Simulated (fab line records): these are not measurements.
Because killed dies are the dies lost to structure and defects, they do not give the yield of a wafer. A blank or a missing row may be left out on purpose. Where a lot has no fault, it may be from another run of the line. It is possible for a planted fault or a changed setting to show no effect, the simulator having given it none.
fab line records | flow nandHarc
record: lots: 6 | wafers: 18 | lastDay: 32
route steps=1302 shown A_BONDPAD@1210 HYBRID_BOND@1237 THIN_TSV@1244 END@1302
lots that met no fault: from a run of the same line without faults
startH: hours from the record's opening day to when the first of the lot's shown wafers began | waitH: time in hours since the lot's previous step | " the same as in the row above | L1.1+2: a row that stands for several wafers | - no value, or no start was given | * or withheld: withheld | < > ~ a bound
route shown NAME@n: names a module that has steps shown in the file, with the first one's number in the route | usual: the fault-free wafers' mean and standard deviation | same: alike in all rows | chamber/n: place in a boat | sites: the reading at each site | _std_site: standard deviation of those values | _edge_site: the outer-site mean with the inner-site mean subtracted | radiusMm: how far each site lies from the wafer's centre | mask NAME#n: copy n | behind: the tool/chamber that last shaped the wafer | hold: what put the lot on hold/how long, in hours/how the hold closed | device: which transistor (n, p or np) failed to switch | end of line: tests of these same wafers at the route's end | a step with no rows: only its recipe | killed: count of dies lost to structure and defects at first sort (not the wafer's yield) | map: a wafer's dies, x killed, . not, _ none there
set.NAME: the setting the step ran with; set.NAME@STEP: the setting that earlier step ran with | model.NAME: the simulator's own value behind a step, which no gauge read
lots seen at some steps along the route; tables by step, rows by wafer
services: a tool's chamber out of use, with start hour (startH, from the record's first day; less than 0 if before it), hours out, and reason
== steps ==
step: NHARC_A_BONDPAD_SOFTBAKE_04
recipe: tempC: 125 | timeS: 70
step: NHARC_A_BONDPAD_EBR_05
step: NHARC_A_BONDPAD_EXPOSE_06
recipe: na: 0.55 | doseMj: 36.99 | maskId: A_BPAD
step: NHARC_A_BONDPAD_PEB_07
recipe: pebTempC: 128 | pebTimeS: 80
step: NHARC_A_BONDPAD_DEVELOP_08
recipe: timeS: 50 | devTempC: 22
step: NHARC_A_BONDPAD_CD_MEAS_09
recipe: targetCdNm: 500 | landingEnergyEv: 500
usual: cdNm: 499.6/2.1
same: landingEnergyEv: 500
lot.wafer | tool     | chamber | startH | waitH | cdNm
L710.1    | cdSem-01 | 0       | 645.33 | -     | 501.5
L710.2    | "        | 0       | "      | "     | 499.4
L710.4    | "        | 0       | "      | "     | 501.7
L711.1    | cdSem-03 | 0       | 650.29 | -     | 501.4
L711.2    | "        | 0       | "      | "     | 497.6
L711.6    | "        | 0       | "      | "     | 499.5
L714.2    | cdSem-02 | 0       | 671.54 | -     | 497.8
L714.4    | "        | 0       | "      | "     | 501.4
L714.5    | "        | 0       | "      | "     | 500.3
L716.1    | cdSem-02 | 0       | 685.20 | -     | 495.8
L716.4    | "        | 0       | "      | "     | 497.6
L716.5    | "        | 0       | "      | "     | 498.1
L718.3    | cdSem-03 | 0       | 710.59 | -     | 497.0
L718.4    | "        | 0       | "      | "     | 498.5
L718.6    | "        | 0       | "      | "     | 498.0
L721.1    | cdSem-03 | 0       | 740.45 | -     | 498.9
L721.3    | "        | 0       | "      | "     | 498.7
L721.6    | "        | 0       | "      | "     | 498.5
step: NHARC_A_BONDPAD_OVL_MEAS_35
usual: overlayXNm: 0/6.3 | overlayYNm: 0/6.2
lot.wafer | tool       | chamber | startH | waitH | overlayXNm | overlayYNm
L710.1    | overlay-01 | -       | 645.42 | -     | 4          | 3
L710.2    | "          | -       | "      | "     | 3          | 3
L710.4    | "          | -       | "      | "     | 4          | 2
L711.1    | overlay-01 | -       | 650.38 | -     | 8          | 0
L711.2    | "          | -       | "      | "     | 8          | 0
L711.6    | "          | -       | "      | "     | 8          | 0
L714.2    | overlay-01 | -       | 671.64 | -     | -1         | -1
L714.4    | "          | -       | "      | "     | -1         | 0
L714.5    | "          | -       | "      | "     | -2         | -1
L716.1    | overlay-02 | -       | 685.28 | -     | -4         | 5
L716.4    | "          | -       | "      | "     | -4         | 5
L716.5    | "          | -       | "      | "     | -4         | 5
L718.3    | overlay-01 | -       | 710.67 | -     | 13         | 11
L718.4    | "          | -       | "      | "     | 13         | 11
L718.6    | "          | -       | "      | "     | 13         | 11
L721.1    | overlay-02 | -       | 740.54 | -     | -1         | 3
L721.3    | "          | -       | "      | "     | -1         | 3
L721.6    | "          | -       | "      | "     | -1         | 3
step: NHARC_A_BONDPAD_HARDBAKE_10
recipe: tempC: 118 | timeS: 65
step: NHARC_A_BONDPAD_DESCUM_11
recipe: timeS: 3 | o2FlowSccm: 200 | arFlowSccm: 0 | biasPowerW: 0 | chemistry: O2
step: NHARC_A_BONDPAD_ETCH_34
recipe: targetDepthA: 600 | overetchA: 180 | timeS: 65.91 | ionEnergyEv: 200 | n2FlowSccm: 150 | h2FlowSccm: 150 | arFlowSccm: 0 | rfW: 400 | biasW: 150 | chemistry: N2/H2
step: NHARC_A_BONDPAD_ETCH_12
recipe: targetDepthA: 2200 | timeS: 110 | chf3FlowSccm: 50 | o2FlowSccm: 10 | arFlowSccm: 200 | rfW: 500 | biasW: 200 | chemistry: CHF3/O2
step: NHARC_A_BONDPAD_CD_MEAS_13
usual: cdNm: 499.3/2.2
lot.wafer | tool     | chamber | startH | waitH | cdNm
L710.1    | cdSem-02 | -       | 645.86 | -     | 501.2
L710.2    | "        | -       | "      | "     | 499.6
L710.4    | "        | -       | "      | "     | 502.4
L711.1    | cdSem-02 | -       | 650.82 | -     | 500.7
L711.2    | "        | -       | "      | "     | 498.1
L711.6    | "        | -       | "      | "     | 499.8
L714.2    | cdSem-01 | -       | 672.08 | -     | 497.1
L714.4    | "        | -       | "      | "     | 501.5
L714.5    | "        | -       | "      | "     | 500.5
L716.1    | cdSem-01 | -       | 685.72 | -     | 494.8
L716.4    | "        | -       | "      | "     | 498.2
L716.5    | "        | -       | "      | "     | 497.3
L718.3    | cdSem-02 | -       | 711.11 | -     | 496.5
L718.4    | "        | -       | "      | "     | 497.9
L718.6    | "        | -       | "      | "     | 497.5
L721.1    | cdSem-01 | -       | 740.98 | -     | 498.5
L721.3    | "        | -       | "      | "     | 498.0
L721.6    | "        | -       | "      | "     | 498.4
step: NHARC_A_BONDPAD_STRIP_15
recipe: o2FlowSccm: 500 | arFlowSccm: 0 | biasW: 0 | chemistry: O2
usual: drypumpMotorCurrentA: 5.9/0.41 | oesProductAu: 1.000/0.01 | rfVppV: 57.7/0.97 | showerheadPlenumPTorr: 3.51/0.11 | throttleValvePct: 17.035/0.0098
lot.wafer | tool       | chamber | startH | waitH | drypumpMotorCurrentA | oesProductAu | rfHoursCounterH | rfVppV | showerheadPlenumPTorr | throttleValvePct
L710.2    | rieDiel-04 | 1       | 645.93 | 0.1   | 5.6                  | 0.996        | 18              | 56.3   | 3.38                  | 17.047
L710.1    | "          | 2       | "      | "     | 5.7                  | 0.981        | 14              | 57.9   | 3.68                  | 17.032
L710.4    | "          | 0       | "      | "     | 5.1                  | 1.002        | 20              | 57.1   | 3.41                  | 17.054
L711.2    | rieDiel-04 | 0       | 650.92 | 0.1   | 5.1                  | 1.016        | 21              | 56.5   | 3.41                  | 17.045
L711.1    | "          | 1       | "      | "     | 5.6                  | 1.010        | 19              | 54.7   | 3.38                  | 17.043
L711.6    | "          | 3       | "      | "     | 5.8                  | 0.998        | -               | 57.6   | 3.45                  | 17.030
L714.2    | rieDiel-09 | 3       | 672.15 | 0.1   | 6.0                  | 0.992        | 4               | 57.6   | 3.48                  | 17.032
L714.4    | "          | 1       | "      | "     | 6.0                  | 0.978        | 4               | 57.6   | 3.50                  | 17.022
L714.5    | "          | 0       | "      | "     | 5.9                  | 0.997        | -               | 57.1   | 3.59                  | 17.042
L716.4    | rieDiel-09 | 3       | 685.82 | 0.1   | 6.0                  | 1.015        | 0               | 58.6   | 3.48                  | 17.030
L716.1    | "          | 0       | "      | "     | 5.9                  | 0.994        | 0               | 58.0   | 3.59                  | 17.030
L716.5    | "          | 2       | "      | "     | 6.6                  | 1.010        | -               | 59.0   | 3.45                  | 17.030
L718.4    | rieDiel-09 | 0       | 711.21 | 0.1   | 5.9                  | 0.995        | 0               | 58.8   | 3.59                  | 17.039
L718.3    | "          | 1       | "      | "     | 5.9                  | 1.010        | 1               | 59.1   | 3.50                  | 17.035
L718.6    | "          | 3       | "      | "     | 6.0                  | 0.999        | -               | 57.6   | 3.48                  | 17.031
L721.1    | rieDiel-04 | 0       | 741.08 | 0.1   | 5.1                  | 1.012        | 6               | 58.1   | 3.40                  | 17.019
L721.3    | "          | 2       | "      | "     | 5.7                  | 0.994        | -               | 57.5   | 3.67                  | 17.055
L721.6    | "          | 2       | "      | "     | 5.7                  | 1.005        | -               | 57.1   | 3.67                  | 17.044
step: NHARC_A_BONDPAD_ETCH_24
recipe: targetDepthA: 300 | overEtchFrac: 0.3 | timeS: 72.99 | ionEnergyEv: 150 | cf4FlowSccm: 50 | n2FlowSccm: 100 | arFlowSccm: 150 | rfW: 300 | biasW: 100 | chemistry: CF4/N2
usual: drypumpMotorCurrentA: 5.8/0.41 | oesProductAu: 1.000/0.0098 | rfFwdPowerW: 297.2/1.1 | rfVppV: 313.9/1.6 | showerheadPlenumPTorr: 2.61/0.082 | throttleValvePct: 19.794/0.0092
lot.wafer | tool       | chamber | startH | waitH | drypumpMotorCurrentA | oesProductAu | rfFwdPowerW | rfHoursCounterH | rfVppV | showerheadPlenumPTorr | throttleValvePct
L710.2    | rieDiel-04 | 0       | -      | -     | 5.1                  | 1.006        | 299.0       | 20              | 313.6  | 2.53                  | 19.792
L710.4    | "          | 1       | "      | "     | 5.6                  | 0.992        | 297.6       | 18              | 314.2  | 2.51                  | 19.778
L710.1    | "          | 2       | "      | "     | 5.7                  | 0.992        | 297.0       | 15              | 317.1  | 2.74                  | 19.796
L711.1    | rieDiel-04 | 2       | -      | -     | 5.7                  | 0.986        | 297.9       | 15              | 315.3  | 2.74                  | 19.792
L711.2    | "          | 3       | "      | "     | 5.8                  | 0.994        | 297.2       | 20              | 313.4  | 2.56                  | 19.782
L711.6    | "          | 0       | "      | "     | 5.1                  | 1.002        | 298.5       | -               | 311.8  | 2.53                  | 19.791
L714.4    | rieDiel-09 | 3       | -      | -     | 6.0                  | 0.999        | 295.9       | 4               | 313.0  | 2.59                  | 19.792
L714.2    | "          | 1       | "      | "     | 5.9                  | 0.983        | 297.9       | 4               | 313.4  | 2.61                  | 19.806
L714.5    | "          | 0       | "      | "     | 5.9                  | 1.004        | 296.7       | -               | 314.4  | 2.67                  | 19.802
L716.1    | rieDiel-09 | 1       | -      | -     | 6.0                  | 1.014        | 298.9       | 0               | 314.0  | 2.61                  | 19.801
L716.4    | "          | 2       | "      | "     | 6.6                  | 1.018        | 297.4       | 0               | 314.6  | 2.57                  | 19.792
L716.5    | "          | 3       | "      | "     | 6.0                  | 1.011        | 296.2       | -               | 313.6  | 2.59                  | 19.790
L718.4    | rieDiel-09 | 0       | -      | -     | 5.9                  | 0.990        | 297.5       | 1               | 315.0  | 2.67                  | 19.797
L718.3    | "          | 1       | "      | "     | 5.9                  | 1.012        | 297.6       | 1               | 313.9  | 2.61                  | 19.788
L718.6    | "          | 1       | "      | "     | 5.9                  | 1.005        | 297.3       | -               | 315.9  | 2.61                  | 19.799
L721.1    | rieDiel-04 | 2       | 741.31 | 0.2   | 5.7                  | 1.003        | 296.2       | 7               | 314.6  | 2.74                  | 19.788
L721.3    | "          | 2       | "      | "     | 5.7                  | 1.000        | 297.6       | -               | 315.3  | 2.74                  | 19.806
L721.6    | "          | 0       | "      | "     | 5.1                  | 1.011        | 298.5       | -               | 313.1  | 2.53                  | 19.787
step: NHARC_A_BONDPAD_STRIP_16
recipe: timeS: 600 | tempC: 30 | chemistry: postEtchResidueRemover
step: NHARC_A_BONDPAD_DEGAS_25
recipe: tempC: 300 | timeS: 60
step: NHARC_A_BONDPAD_PRE_CLEAN_26
recipe: timeS: 30 | tempC: 280 | gas: H2/He
usual: heaterPowerW: 414/41
lot.wafer | tool          | chamber | startH | waitH | heaterPowerW
L710.4    | pvdSputter-01 | -       | -      | -     | 430
L710.2    | "             | -       | "      | "     | 417
L710.1    | "             | -       | "      | "     | 392
L711.2    | pvdSputter-02 | -       | -      | -     | 445
L711.1    | "             | -       | "      | "     | 525
L711.6    | "             | -       | "      | "     | 453
L714.2    | pvdSputter-03 | -       | -      | -     | 345
L714.4    | "             | -       | "      | "     | 361
L714.5    | "             | -       | "      | "     | 360
L716.1    | pvdSputter-03 | -       | -      | -     | 453
L716.4    | "             | -       | "      | "     | 344
L716.5    | "             | -       | "      | "     | 465
L718.3    | pvdSputter-02 | -       | -      | -     | 517
L718.4    | "             | -       | "      | "     | 456
L718.6    | "             | -       | "      | "     | 423
L721.3    | pvdSputter-01 | -       | -      | -     | 417
L721.1    | "             | -       | "      | "     | 409
L721.6    | "             | -       | "      | "     | 410
step: NHARC_A_BONDPAD_PVD_17
recipe: targetThkA: 50 | biasV: 168.6 | powerW: 15000 | chamberPressurePa: 0.12 | timeS: 8.06 | substrateTempC: 50 | material: TaN
usual: biasV: 168.7/1.7 | throttleValvePct: 30.0/1
lot.wafer | tool          | chamber | startH | waitH | biasV | throttleValvePct
L710.1    | pvdSputter-01 | -       | -      | -     | 170.4 | 29.3
L710.4    | "             | -       | "      | "     | 169.0 | 31.5
L710.2    | "             | -       | "      | "     | 170.7 | 31.1
L711.1    | pvdSputter-02 | -       | -      | -     | 165.2 | 31.6
L711.2    | "             | -       | "      | "     | 166.8 | 31.5
L711.6    | "             | -       | "      | "     | 166.9 | 28.1
L714.4    | pvdSputter-03 | -       | -      | -     | 167.4 | 29.0
L714.2    | "             | -       | "      | "     | 170.1 | 29.1
L714.5    | "             | -       | "      | "     | 168.3 | 30.8
L716.4    | pvdSputter-03 | -       | -      | -     | 166.8 | 29.1
L716.1    | "             | -       | "      | "     | 167.9 | 30.4
L716.5    | "             | -       | "      | "     | 169.3 | 29.4
L718.3    | pvdSputter-02 | -       | -      | -     | 169.0 | 28.5
L718.4    | "             | -       | "      | "     | 168.0 | 31.3
L718.6    | "             | -       | "      | "     | 169.4 | 28.5
L721.1    | pvdSputter-01 | -       | -      | -     | 167.6 | 30.7
L721.3    | "             | -       | "      | "     | 168.0 | 31.3
L721.6    | "             | -       | "      | "     | 170.1 | 29.5
step: NHARC_A_BONDPAD_PVD_27
recipe: targetThkA: 300 | chamberPressurePa: 5 | powerW: 5000 | substrateTempC: 30 | timeS: 20.49 | material: Cu
step: NHARC_A_BONDPAD_ECD_18
recipe: targetThkA: 4000 | bathTempC: 25 | material: Cu
step: NHARC_A_BONDPAD_ANNEAL_28
recipe: tempC: 225 | timeS: 90
step: NHARC_A_BONDPAD_CMP_19
recipe: tOverpolishS: 30 | cuRecessTouchS: 16 | targetThkNm: 169.82
usual: motorCurrentA: 12.0/1.4 | overpolishRunS: 29.999/0.0097
lot.wafer | tool   | chamber | startH | waitH | motorCurrentA | overpolishRunS
L710.2    | cmp-03 | 1       | 647.60 | -     | 11.8          | 30.000
L710.1    | "      | 2       | "      | "     | 10.7          | 30.003
L710.4    | "      | 3       | "      | "     | 10.1          | 29.999
L711.2    | cmp-01 | 3       | 652.55 | -     | 11.7          | 30.024
L711.1    | "      | 1       | "      | "     | 10.4          | 29.990
L711.6    | "      | 2       | "      | "     | 12.5          | 30.008
L714.2    | cmp-04 | 3       | 673.79 | -     | 13.5          | 29.992
L714.4    | "      | 1       | "      | "     | 12.5          | 30.003
L714.5    | "      | 3       | "      | "     | 14.0          | 30.004
L716.4    | cmp-01 | 2       | 687.46 | -     | 12.3          | 29.997
L716.1    | "      | 1       | "      | "     | 10.9          | 30.009
L716.5    | "      | 3       | "      | "     | 11.0          | 29.994
L718.3    | cmp-01 | 2       | 712.87 | -     | 12.6          | 30.000
L718.4    | "      | 3       | "      | "     | 11.6          | 30.006
L718.6    | "      | 1       | "      | "     | 11.1          | 29.997
L721.3    | cmp-03 | 0       | 742.81 | -     | 14.3          | 29.997
L721.1    | "      | 2       | "      | "     | 10.6          | 30.025
L721.6    | "      | 1       | "      | "     | 11.6          | 29.997
step: NHARC_A_BONDPAD_THK_MEAS_20
recipe: thkMeasGauge: xrf
usual: thkNm: 169.8/1.5
lot.wafer | tool         | chamber | startH | waitH | thkNm
L710.1    | filmMetro-02 | -       | 647.89 | -     | 169.5
L710.2    | "            | -       | "      | "     | 170.0
L710.4    | "            | -       | "      | "     | 170.7
L711.1    | filmMetro-01 | -       | 652.84 | -     | 170.5
L711.2    | "            | -       | "      | "     | 170.6
L711.6    | "            | -       | "      | "     | 169.0
L714.2    | filmMetro-01 | -       | 674.12 | -     | 168.5
L714.4    | "            | -       | "      | "     | 169.6
L714.5    | "            | -       | "      | "     | 168.0
L716.1    | filmMetro-01 | -       | 687.78 | -     | 169.2
L716.4    | "            | -       | "      | "     | 168.9
L716.5    | "            | -       | "      | "     | 171.6
L718.3    | filmMetro-02 | -       | 713.14 | -     | 168.5
L718.4    | "            | -       | "      | "     | 168.5
L718.6    | "            | -       | "      | "     | 170.8
L721.1    | filmMetro-01 | -       | 743.13 | -     | 170.3
L721.3    | "            | -       | "      | "     | 168.4
L721.6    | "            | -       | "      | "     | 168.3
step: NHARC_A_BONDPAD_SRD_21
recipe: timeS: 30 | tempC: 23 | dryTimeS: 20 | spinRpm: 1500
step: NHARC_HYBRID_BOND_ACTIVATE_00
recipe: timeS: 60 | n2FlowSccm: 200 | arFlowSccm: 0 | biasPowerW: 0 | chemistry: N2
step: NHARC_HYBRID_BOND_PRECLEAN_01
recipe: timeS: 300 | tempC: 23 | chemistry: DIW
step: NHARC_HYBRID_BOND_SRD_02
recipe: timeS: 30 | tempC: 23 | dryTimeS: 20 | spinRpm: 1500
step: NHARC_HYBRID_BOND_BOND_03
recipe: tempC: 25
step: NHARC_HYBRID_BOND_ANNEAL_04
recipe: tempC: 300 | timeS: 7200 | rampUpCPerMin: 5 | rampDownCPerMin: 3 | idleTempC: 100 | pressureAtm: 1
step: NHARC_HYBRID_BOND_OVL_MEAS_05
usual: overlayXNm: 1/31 | overlayYNm: 0/31
lot.wafer | tool       | chamber | startH | waitH | overlayXNm | overlayYNm
L710.1    | overlay-01 | -       | 656.51 | 0.4   | -30        | 12
L710.2    | "          | -       | "      | "     | -3         | 50
L710.4    | "          | -       | "      | "     | -1         | 46
L711.1    | overlay-01 | -       | 662.13 | 0.4   | 9          | 58
L711.2    | "          | -       | "      | "     | -27        | -36
L711.6    | "          | -       | "      | "     | -15        | -18
L714.2    | overlay-01 | -       | 683.67 | 0.4   | -23        | -18
L714.4    | "          | -       | "      | "     | -39        | -49
L714.5    | "          | -       | "      | "     | -12        | 25
L716.1    | overlay-01 | -       | 697.44 | 0.4   | -9         | 40
L716.4    | "          | -       | "      | "     | -35        | -11
L716.5    | "          | -       | "      | "     | -18        | 48
L718.3    | overlay-02 | -       | 721.63 | 0.4   | 45         | -9
L718.4    | "          | -       | "      | "     | 1          | -54
L718.6    | "          | -       | "      | "     | 44         | -36
L721.1    | overlay-02 | -       | 755.57 | 0.4   | -40        | -16
L721.3    | "          | -       | "      | "     | -13        | 19
L721.6    | "          | -       | "      | "     | 3          | -69
step: NHARC_THIN_TSV_GRIND_00
recipe: targetThkUm: 6
usual: motorCurrentA: 11.999/0.023
lot.wafer | tool       | chamber | startH | waitH | motorCurrentA
L710.1    | grinder-01 | 0       | 657.92 | 1.4   | 11.995
L710.2    | "          | 0       | "      | "     | 11.996
L710.4    | "          | 0       | "      | "     | 12.045
L711.1    | grinder-01 | 0       | 662.33 | 0.1   | 12.003
L711.2    | "          | 0       | "      | "     | 11.989
L711.6    | "          | 0       | "      | "     | 12.006
L714.2    | grinder-01 | 0       | 684.07 | 0.3   | 12.001
L714.4    | "          | 0       | "      | "     | 11.998
L714.5    | "          | 0       | "      | "     | 12.019
L716.1    | grinder-01 | 0       | 697.64 | 0.1   | 12.010
L716.4    | "          | 0       | "      | "     | 11.985
L716.5    | "          | 0       | "      | "     | 11.998
L718.3    | grinder-01 | 0       | 722.23 | 0.5   | 12.002
L718.4    | "          | 0       | "      | "     | 12.020
L718.6    | "          | 0       | "      | "     | 12.003
L721.1    | grinder-01 | 0       | 756.95 | 1.3   | 11.988
L721.3    | "          | 0       | "      | "     | 12.000
L721.6    | "          | 0       | "      | "     | 11.974
step: NHARC_THIN_TSV_CMP_01
recipe: targetThkUm: 3
step: NHARC_THIN_TSV_THK_MEAS_02
recipe: thkMeasGauge: ir
usual: thkNm: 3046/220
lot.wafer | tool         | chamber | startH | waitH | thkNm
L710.1    | filmMetro-02 | -       | 659.41 | -     | 3032
L710.2    | "            | -       | "      | "     | 2724
L710.4    | "            | -       | "      | "     | 3070
L711.1    | filmMetro-01 | -       | 663.83 | -     | 3116
L711.2    | "            | -       | "      | "     | 2819
L711.6    | "            | -       | "      | "     | 3306
L714.2    | filmMetro-01 | -       | 685.34 | 0.2   | 2794
L714.4    | "            | -       | "      | "     | 2971
L714.5    | "            | -       | "      | "     | 2926
L716.1    | filmMetro-01 | -       | 699.12 | -     | 2969
L716.4    | "            | -       | "      | "     | 2898
L716.5    | "            | -       | "      | "     | 2790
L718.3    | filmMetro-01 | -       | 723.31 | -     | 2869
L718.4    | "            | -       | "      | "     | 2732
L718.6    | "            | -       | "      | "     | 2959
L721.1    | filmMetro-02 | -       | 758.45 | 0.2   | 2929
L721.3    | "            | -       | "      | "     | 3090
L721.6    | "            | -       | "      | "     | 3008
step: NHARC_THIN_TSV_SRD_03
step: NHARC_THIN_TSV_PRECLEAN_41
recipe: timeS: * | tempC: 50 | bathAgeMin: 0 | chemistry: SC1
step: NHARC_THIN_TSV_SRD_42
step: NHARC_THIN_TSV_DEP_43
recipe: targetThkA: 13285 | tempC: withheld | pressureTorr: 6.5 | rfW: 900 | teosFlowSccm: 161.4 | flowSccm: 2650 | targetThkNm: 1328.5 | gas: O2 | material: SiO2
step: NHARC_THIN_TSV_DEHYDRATE_04
recipe: tempC: 150 | timeS: 120
step: NHARC_END_SORT_01
recipe: tempC: 25
usual: defectLimitedYield: 91.1/2.9 | killedAtArray: 55/19 | killedAtOther: 0.8/1.1 | killedAtPeriphery: 4.0/2.6 | killedDies: 60/20 | killedOpen: 3.4/1.7 | killedShort: 2.6/1.5
same: grossDies: 677
lot.wafer | tool      | chamber | startH | waitH | defectLimitedYield[%] | killedAtArray | killedAtOther | killedAtPeriphery | killedDies | killedOpen | killedShort
L710.1    | prober-02 | 0       | 674.59 | 2.5   | 80.4                  | 131           | 0             | 2                 | 133        | 5          | 2
L710.2    | prober-02 | 0       | 675.41 | 2.8   | 83.2                  | 113           | 0             | 1                 | 114        | 7          | 2
L710.4    | prober-02 | 0       | 677.05 | 3.5   | 82.9                  | 115           | 0             | 1                 | 116        | 1          | 2
L711.1    | prober-02 | 0       | 682.49 | 2.5   | 85.8                  | 93            | 0             | 3                 | 96         | 4          | 1
L711.2    | prober-02 | 0       | 683.28 | 2.8   | 82.6                  | 114           | 1             | 3                 | 118        | 3          | 2
L711.6    | prober-02 | 0       | 686.43 | 3.9   | 82.1                  | 118           | 1             | 2                 | 121        | 4          | 4
killed by level:class
L710.1 A_BONDPAD:unspecified=83 A_CHANNEL_HOLE_D1:chamberFilmFlake=27 A_STAIRCASE:chamberFilmFlake=7 A_CHANNEL_HOLE_D2:chamberFilmFlake=5 A_WL_FILL:chamberFilmFlake=2 A_CHANNEL_FILL_D1:geometricParticle:open=1 A_ONON_D2:geometricParticle:open=1 A_ONON_D2:geometricParticle:short=1
L710.2 A_BONDPAD:unspecified=49 A_CHANNEL_HOLE_D1:chamberFilmFlake=32 A_STAIRCASE:chamberFilmFlake=12 A_CHANNEL_HOLE_D2:chamberFilmFlake=8 A_M0:geometricParticle:open=3 A_SOURCE_PLATE:geometricParticle:open=2 A_CHANNEL_FILL_D1:chamberFilmFlake=2 A_SGD_CUT:chamberFilmFlake=2
L710.4 A_BONDPAD:unspecified=72 A_CHANNEL_HOLE_D1:chamberFilmFlake=26 A_STAIRCASE:chamberFilmFlake=7 A_SGD_CUT:chamberFilmFlake=2 A_CHANNEL_HOLE_D2:chamberFilmFlake=2 A_CHANNEL_FILL_D1:geometricParticle:short=1 A_ONON_D2:geometricParticle:short=1 A_CHANNEL_FILL_D2:geometricParticle:open=1
L711.1 A_BONDPAD:unspecified=55 A_CHANNEL_HOLE_D2:chamberFilmFlake=11 A_STAIRCASE:chamberFilmFlake=6 A_CHANNEL_HOLE_D1:chamberFilmFlake=5 A_CONTACT:chamberFilmFlake=5 A_SLIT:chamberFilmFlake=4 A_M1:chamberFilmFlake=3 P_GATE:geometricParticle:open=1
L711.2 A_BONDPAD:unspecified=72 A_CHANNEL_HOLE_D2:chamberFilmFlake=18 A_STAIRCASE:chamberFilmFlake=7 A_CONTACT:chamberFilmFlake=6 A_CHANNEL_HOLE_D1:chamberFilmFlake=4 A_M1:chamberFilmFlake=2 P_GATE:geometricParticle:open=1 P_CONTACT:geometricParticle:short=1
L711.6 A_BONDPAD:unspecified=79 A_CHANNEL_HOLE_D2:chamberFilmFlake=18 A_CONTACT:chamberFilmFlake=6 A_CHANNEL_HOLE_D1:chamberFilmFlake=2 A_STAIRCASE:chamberFilmFlake=2 A_SLIT:chamberFilmFlake=2 A_M1:chamberFilmFlake=2 P_GATE:geometricParticle:open=1
map L710.1 (x killed, . not)
____________.____________
_________......._________
_______.......xx.._______
______..x..........______
_____....x.......xx._____
____.xxxx....x....x..____
____.xxxxxx........x.____
___.xxxxxx.........x..___
___.xxxxxxx.....x.....___
__.xxxxxxxx..x.........__
__..xxxxxxx............__
_..xxxxxxxxx............_
_..xxxxxxxx......x......_
_...xxxxxxx....x........_
_..x.xxxxxx......xx.xx.._
_...x.xxxx.x..x...x..x.x_
.....xx.x.........x.xx...
......x............xx..xx
........x.x.x......xx.xx.
....................xxxx.
...x...............xxxx..
_....................x.._
_....................x.._
_......................._
_...................x..._
_......................x_
__...x....x......x.....__
__.....................__
___...................___
___...................___
____.................____
____.x...............____
_____..............._____
______.............______
_______..x........_______
_________......._________
____________.____________
map L711.6 (x killed, . not)
____________.____________
_________......._________
_______..........._______
______.............______
_____..............._____
____.................____
____.................____
___............x.....x___
___..................x___
__.....................__
__.............x.....x.__
_....................x.._
_......x............xxx._
_....x...x.........xxx.x_
_.x.............x..xxxxx_
_....x.............xxxxx_
.x.......x.x......xxxxxxx
......xxxxx......xxxxxxxx
.........x........xxxxxxx
....x.xx.x.x......xxxxxxx
x....x.x.x......xxxxxxxxx
_......xx.........xxxxxx_
_..x...x.x........xxxxxx_
_.................xxxxxx_
_...................xxx._
_.x...................x._
__.....x............x..__
__.....................__
___...................___
___.........x.........___
____.................____
____.................____
_____....x...x.xx..._____
______.............______
_______..........._______
_________....x.._________
____________.____________
== services ==
tool          | chamber | startH | hours | kind
cmp-01        | -       | 625.37 | 3.6   | repair
rieDiel-09    | 0       | 628.60 | -     | clean
rieDiel-09    | 1       | 628.60 | -     | clean
rieDiel-09    | 2       | 628.60 | -     | clean
rieDiel-09    | 3       | 628.60 | -     | clean
cmp-01        | -       | 635.40 | 1.8   | repair
pvdSputter-02 | -       | 638.00 | 10.0  | pm
rieDiel-04    | 0       | 638.96 | -     | clean
rieDiel-04    | 1       | 638.96 | -     | clean
cmp-03        | -       | 652.88 | 4.0   | pm
cmp-01        | -       | 663.53 | 1.6   | repair
rieDiel-09    | -       | 674.10 | 9.0   | pm
cmp-01        | -       | 676.03 | 4.0   | pm
pvdSputter-01 | -       | 687.57 | 7.6   | repair
cmp-04        | -       | 699.07 | 4.0   | pm
pvdSputter-03 | -       | 704.03 | 10.0  | pm
cmp-04        | -       | 707.04 | 1.8   | repair
rieDiel-04    | -       | 708.96 | 9.0   | pm
pvdSputter-03 | -       | 733.46 | 1.7   | repair
rieDiel-04    | 1       | 733.64 | 12.1  | repair
grinder-01    | -       | 736.00 | 8.0   | pm
rieDiel-04    | 3       | 740.89 | 2.5   | repair
rieDiel-09    | 0       | 748.42 | 2.2   | repair
cmp-03        | -       | 750.93 | 4.0   | pm
== key ==
firstSign: step: NHARC_END_SORT_01 | reading: killedAtArray | direction: up | sigmas: 3 | usual: 55 | struck: 114
effect: step: NHARC_END_SORT_01 | reading: killedDies | direction: up | sigmas: 2.8 | usual: 60 | struck: 116
moreKillsBornAt: NHARC_A_BONDPAD_STRIP_15@rieDiel-04: 410
metAt NHARC_A_BONDPAD_STRIP_15
struckWafers L710.1,L710.2,L710.4,L711.1,L711.2,L711.6
fault: kind: chamberParticleSource | tool: rieDiel-04 | chamber: - | onsetH: 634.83 | steps: NHARC_A_BONDPAD_STRIP_15 | ratePerVisitCm2: 0.85055 | endH: 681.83
